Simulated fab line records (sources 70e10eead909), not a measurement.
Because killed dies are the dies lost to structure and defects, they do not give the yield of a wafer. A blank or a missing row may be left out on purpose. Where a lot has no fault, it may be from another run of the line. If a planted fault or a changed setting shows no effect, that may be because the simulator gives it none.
Tool commonality check	flow nand_harc	Sample size 11 lots and 33 wafers

== THE REASON FOR OPENING IT ==
On 1 of the 11 lots, a flag is raised at NHARC_P_GATE_CD_MEAS_26 on the reading cd_nm. No-fault wafers: 119.8 nm, standard deviation 0.68.
Rule: a lot is flagged when every wafer of it that has a number lies more than 4 standard deviations from that mean, or none has a number. The rest of the lots are taken to be sound.

lot	measured	on	cd_nm (nm), wafer by wafer	flag
L561	day 4 11:19	cd_sem-03	119.7 121.1 120.3	
L562	day 4 21:40	cd_sem-03	119.6 119.4 119.8	
L563	day 5 04:11	cd_sem-02	121.2 120.8 119.7	
L565	day 5 14:58	cd_sem-01	119.7 119.1 120.1	
L569	day 6 14:56	cd_sem-02	120.0 119.8 120.3	
L568	day 6 15:32	cd_sem-03	120.7 120.1 119.5	
L571	day 7 06:33	cd_sem-03	103.6 104.1 104.2	FLAGGED
L573	day 7 20:08	cd_sem-03	119.5 119.4 120.1	
L580	day 9 09:24	cd_sem-02	119.4 119.2 119.8	
L581	day 9 16:13	cd_sem-01	119.5 120.0 119.6	
L584	day 10 07:17	cd_sem-03	119.6 121.2 120.2	
The numbers of the flagged lots are 104.0 nm on average: -15.8 nm against the usual, or -23 standard deviations.

== WHICH TOOL EACH LOT WENT THROUGH ==
The record holds 3 process steps before the reading, out of a route of 1159 steps. Every cell lists first the tool, next ch and the chambers used by the sampled wafers, and last the start.
lot	flag	NHARC_P_STI_DESCUM_14	NHARC_P_STI_ETCH_15	NHARC_P_GATE_EXPOSE_23
L561		rie_diel-10 ch 0,2, day 2 08:04	rie_si-03 ch 0,1,3, day 2 08:20	arfi_scanner-01 ch 0, day 4 11:11
L562		rie_diel-09 ch 0,1, day 2 18:19	rie_si-05 ch 0,1,3, day 2 18:38	arfi_scanner-02 ch 0, day 4 21:32
L563		rie_diel-02 ch 0,1,3, day 2 23:52	rie_si-01 ch 2,3, day 3 00:08	arfi_scanner-02 ch 0, day 5 04:03
L565		rie_diel-09 ch 0,1,3, day 3 11:50	rie_si-03 ch 0,3, day 3 12:05	arfi_scanner-02 ch 0, day 5 14:50
L569		rie_diel-02 ch 0,1, day 4 09:50	rie_si-05 ch 0,2,3, day 4 10:08	arfi_scanner-01 ch 0, day 6 14:47
L568		rie_diel-02 ch 1,2, day 4 09:37	rie_si-01 ch 2,3, day 4 10:01	arfi_scanner-01 ch 0, day 6 15:24
L571	FLAGGED	rie_diel-10 ch 2,3, day 5 01:32	rie_si-01 ch 0,1,2, day 5 01:49	arfi_scanner-01 ch 0, day 7 06:25
L573		rie_diel-10 ch 1,2, day 5 11:11	rie_si-03 ch 0,1,3, day 5 11:29	arfi_scanner-03 ch 0, day 7 19:59
L580		rie_diel-09 ch 1,2, day 7 05:14	rie_si-01 ch 1,2,3, day 7 05:31	arfi_scanner-01 ch 0, day 9 09:16
L581		rie_diel-09 ch 1,2, day 7 11:06	rie_si-01 ch 0,2, day 7 11:22	arfi_scanner-03 ch 0, day 9 16:04
L584		rie_diel-10 ch 0,2,3, day 8 02:44	rie_si-05 ch 2,3, day 8 02:59	arfi_scanner-03 ch 0, day 10 07:08
These steps, and what they do:
- NHARC_P_STI_DESCUM_14: chemistry O2, time 3 s.
- NHARC_P_STI_ETCH_15: etches the open film in HBr/Cl2, target depth 300 nm, time 100.1 s.
- NHARC_P_GATE_EXPOSE_23: exposes mask P GATE, target cd 120 nm.
- NHARC_P_GATE_CD_MEAS_26: target cd 120 nm.

== FLAGGED AGAINST TOTAL, ONE TOOL AT A TIME (gauges that did the reading follow at the end) ==
step	tool	lots run	flagged	share of the flagged lots	sound lots run after its first flagged lot
NHARC_P_STI_DESCUM_14	rie_diel-02	3	0	none	-
NHARC_P_STI_DESCUM_14	rie_diel-09	4	0	none	-
NHARC_P_STI_DESCUM_14	rie_diel-10	4	1	all	2 (L573,L584)
NHARC_P_STI_ETCH_15	rie_si-01	5	1	all	2 (L580,L581)
NHARC_P_STI_ETCH_15	rie_si-03	3	0	none	-
NHARC_P_STI_ETCH_15	rie_si-05	3	0	none	-
NHARC_P_GATE_EXPOSE_23	arfi_scanner-01	5	1	all	1 (L580)
NHARC_P_GATE_EXPOSE_23	arfi_scanner-02	3	0	none	-
NHARC_P_GATE_EXPOSE_23	arfi_scanner-03	3	0	none	-
NHARC_P_GATE_CD_MEAS_26	cd_sem-01	2	0	none	-
NHARC_P_GATE_CD_MEAS_26	cd_sem-02	3	0	none	-
NHARC_P_GATE_CD_MEAS_26	cd_sem-03	6	1	all	2 (L573,L584)

== WHAT THE TABLE ALLOWS ==
4 rows of the table ran every flagged lot: rie_diel-10 at NHARC_P_STI_DESCUM_14, rie_si-01 at NHARC_P_STI_ETCH_15, arfi_scanner-01 at NHARC_P_GATE_EXPOSE_23, cd_sem-03 at NHARC_P_GATE_CD_MEAS_26.
- rie_diel-10 at NHARC_P_STI_DESCUM_14: 1 of its 4 lots flagged. Lots that were sound ran on it after the first flagged one (L573, L584); a persistent fault on the entire tool would not allow that.
- rie_si-01 at NHARC_P_STI_ETCH_15: 1 of its 5 lots flagged. Lots that were sound ran on it after the first flagged one (L580, L581); a persistent fault on the entire tool would not allow that.
- arfi_scanner-01 at NHARC_P_GATE_EXPOSE_23: 1 of its 5 lots flagged. Lots that were sound ran on it after the first flagged one (L580); a persistent fault on the entire tool would not allow that.
- cd_sem-03 at NHARC_P_GATE_CD_MEAS_26: 1 of its 6 lots flagged. Lots that were sound ran on it after the first flagged one (L573, L584); a persistent fault on the entire tool would not allow that.
Every row of the table either missed a flagged lot or ran a sound lot after the first.

== WHAT THE SIMULATOR PUT IN ==
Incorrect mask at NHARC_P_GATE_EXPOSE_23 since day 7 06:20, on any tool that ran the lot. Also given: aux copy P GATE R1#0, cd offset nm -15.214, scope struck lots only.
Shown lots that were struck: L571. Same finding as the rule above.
